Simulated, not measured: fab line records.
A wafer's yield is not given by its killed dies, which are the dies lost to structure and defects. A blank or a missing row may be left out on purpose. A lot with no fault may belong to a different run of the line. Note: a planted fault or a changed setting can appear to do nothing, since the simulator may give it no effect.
A struck lot beside a sound one    flow n5 finfet    45 out of 1938 route steps
Sound: the wafers L838.3, L838.4, L838.5. Struck: wafer L836.2 (left out: L836.3, L836.5 of the same lot, which were not struck); the cause appears at the end.
Each step with rows lists, per side, the tool, then ch with its chambers, then its first start. Under that, the readings that differ: sound wafers    struck wafers    difference of the means    sigmas: that difference in standard deviations of wafers without a fault.
alike: readings with means less than 2 such deviations apart, plus words and numbers identical on both sides. not compared: withheld readings, readings lacking a value on some wafer, bounds such as >300 that could conceal the same value, and numbers that have no deviation in the record and whose values overlap.
The two part at a step that has a row with sigmas, a row that says differs or no value, or rows on one side only. Numbers that don't overlap but have no deviation are shown without sigmas and don't part them. Lack of a reading on every wafer of one side parts them only where that side has two or more wafers.

first, 11 steps without rows for these wafers: N5_BEOL_M4_DESCUM_33 (chemistry O2, time 7 s); N5_BEOL_M4_ETCH_77 (etches underlayer in N2/H2, target depth 6.5 nm, time 5.2 s); N5_BEOL_M4_ETCH_69 (etches SiARC in CF4, target depth 15.6 nm, time 26 s); N5_BEOL_M4_ALD_98 (deposits SiO2, target thk 2.5 nm, pulse time 1 s, co reactant pulse time 1 s); N5_BEOL_M4_ETCHBACK_99 (etches SiO2 in CHF3, target depth 5 nm, time 10.4 s); N5_BEOL_M4_ETCH_70 (etches SOC in N2/H2, target depth 80 nm, overetch 24 nm, time 130 s); N5_BEOL_M4_STRIP_71 (strips in N2/H2); N5_BEOL_M4_STRIP_78 (strips in N2/H2); N5_BEOL_M4_VIA_ETCH_34 (etches the open film in C4F6/O2, target depth 69.4 nm, time 65.9 s); N5_BEOL_M4_STRIP_83 (strips in C4F6/O2); N5_BEOL_M4_STRIP_36 (strips in N2/H2).
N5_BEOL_M4_TRENCH_ETCH_37: etches SiOC in C4F6/O2, target depth 55.555 nm, time 29.2 s.
  sound on rie diel-04 ch 0,1,3, day 15 07:14; struck on rie diel-02 ch 2, day 15 23:49
reading                              sound              struck  difference  sigmas
oes product au (a.u.)                0.92 0.92 0.89     0.68    -0.23       -2
run length s (s)                     53.2 52.2 52.2     50.2    -2.3        -5
throttle valve pct (%)               20.51 20.76 20.46  21.21   +0.63       +3
model.BEOL_M4.feature depth nm (nm)  55.2 56.4 57       51.6    -4.6        
model.etch.depth nm (nm)             55.27 56.49 56.98  51.69   -4.56       
  alike: drypump motor current A, rf vpp V, showerhead plenum p Torr
  not compared: rf hours counter h
then, 2 steps without rows for these wafers: N5_BEOL_M4_ETCH_41 (etches SiCN in CH3F/O2, target depth 29.9 nm, time 52.5 s); N5_BEOL_M4_STRIP_97 (strips in N2/H2, time 10 s).
N5_BEOL_M4_OCD_MEAS_38:
  sound: ocd-02 at day 15 07:23; struck: ocd-01 at day 15 23:58
reading               sound           struck  difference  sigmas
trench depth nm (nm)  55.8 56.1 57.0  51.9    -4.4        -6
then, 25 steps without rows for these wafers: N5_BEOL_M4_HM_STRIP_39 (strips TiN in peroxide tin strip, target depth 25 nm, time 158 s); N5_BEOL_M4_SRD_40 (time 30 s); N5_BEOL_M4_PRECLEAN_42 (cleans in residue remover, time 60 s); N5_BEOL_M4_SRD_43 (time 30 s); N5_BEOL_M4_DEGAS_44 (time 60 s); N5_BEOL_M4_PRE_CLEAN_45 (time 30 s); N5_BEOL_M4_ALD_84 (deposits TaN, pulse time 2 s, purge time 3 s, co reactant purge time 2 s); N5_BEOL_M4_SURFACE_TREAT_85; N5_BEOL_M4_CVD_47 (deposits Co from CCTBA/H2, target thk 3 nm, time 223.8 s); N5_BEOL_M4_SPUTTER_48 (material Cu, target thk 4.5 nm, time 8.29 s); N5_BEOL_M4_ANNEAL_49 (time 240 s); N5_BEOL_M4_SPUTTER_79 (material Cu, target thk 4.5 nm, time 8.29 s); N5_BEOL_M4_ANNEAL_80 (time 240 s); N5_BEOL_M4_SPUTTER_81 (material Cu, target thk 4.5 nm, time 8.29 s); N5_BEOL_M4_ANNEAL_82 (time 240 s); N5_BEOL_M4_SPUTTER_86 (material Cu, target thk 4.5 nm, time 8.29 s); N5_BEOL_M4_ANNEAL_87 (time 240 s); N5_BEOL_M4_SPUTTER_88 (material Cu, target thk 4.5 nm, time 8.29 s); N5_BEOL_M4_ANNEAL_89 (time 240 s); N5_BEOL_M4_SPUTTER_90 (material Cu, target thk 4.5 nm, time 8.29 s); N5_BEOL_M4_ANNEAL_91 (time 240 s); N5_BEOL_M4_SPUTTER_92 (material Cu, target thk 4.5 nm, time 8.29 s); N5_BEOL_M4_ANNEAL_93 (time 240 s); N5_BEOL_M4_SPUTTER_94 (material Cu, target thk 4.5 nm, time 8.29 s); N5_BEOL_M4_ANNEAL_95 (time 240 s).
N5_BEOL_M4_CMP_52: polishes, stops on SiOC, t overpolish 6.8 s, target thk 40 nm.
  sound on cmp-03 ch 1,3, day 15 11:03; struck on cmp-02 ch 2, day 16 12:59
reading                                 sound           struck  difference  sigmas
model.Cu_of_BEOL_M4_ECD_50.thk nm (nm)  39.4 41.4 40.6  35.6    -4.9        
  alike: barrier field endpoint s, motor current A, overpolish run s, slurry flow ml min, time to endpoint s
N5_BEOL_M4_THK_MEAS_53: measures by xrf.
  sound: film metro-02 at day 15 11:20; struck: film metro-01 at day 16 13:17
reading      sound           struck  difference  sigmas
M4_THK (nm)  39.3 41.2 40.2  35.9    -4.3        -3
N5_BEOL_M4_RS_MEAS_58: a four-point-probe measurement.
  sound: film metro-01 at day 15 11:40; struck: film metro-01 at day 16 13:32
reading         sound              struck  difference  sigmas
M4_RS (ohm/sq)  0.681 0.640 0.657  0.778   +0.119      +4
N5_BEOL_M4_RC_MEAS_101:
  sound on prober-01 ch 0, day 15 12:01; struck on prober-01 ch 0, day 16 13:45
  alike: DIBL_N, DIBL_P, IOFF_N, IOFF_P, ION_N, ION_P, SS_N, SS_P, VT_N, VT_P
-- record jumps: 5 days separate the struck wafers' starts on either side; left off in module BEOL_M4, taken up again in module PASSIVATION, whose first shown step is the route's number 1936 --
N5_PASSIVATION_PROBE_49:
  rows exist in the record for the struck wafers here (prober-02, day 21 02:22), but not for the sound ones

## WHERE THEY PART
Earliest at N5_BEOL_M4_TRENCH_ETCH_37; latest, in this record, at N5_PASSIVATION_PROBE_49.

WHY: whatever the simulator had introduced
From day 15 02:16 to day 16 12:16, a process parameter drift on rie diel-02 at N5_BEOL_M4_TRENCH_ETCH_37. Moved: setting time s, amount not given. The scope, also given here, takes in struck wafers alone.
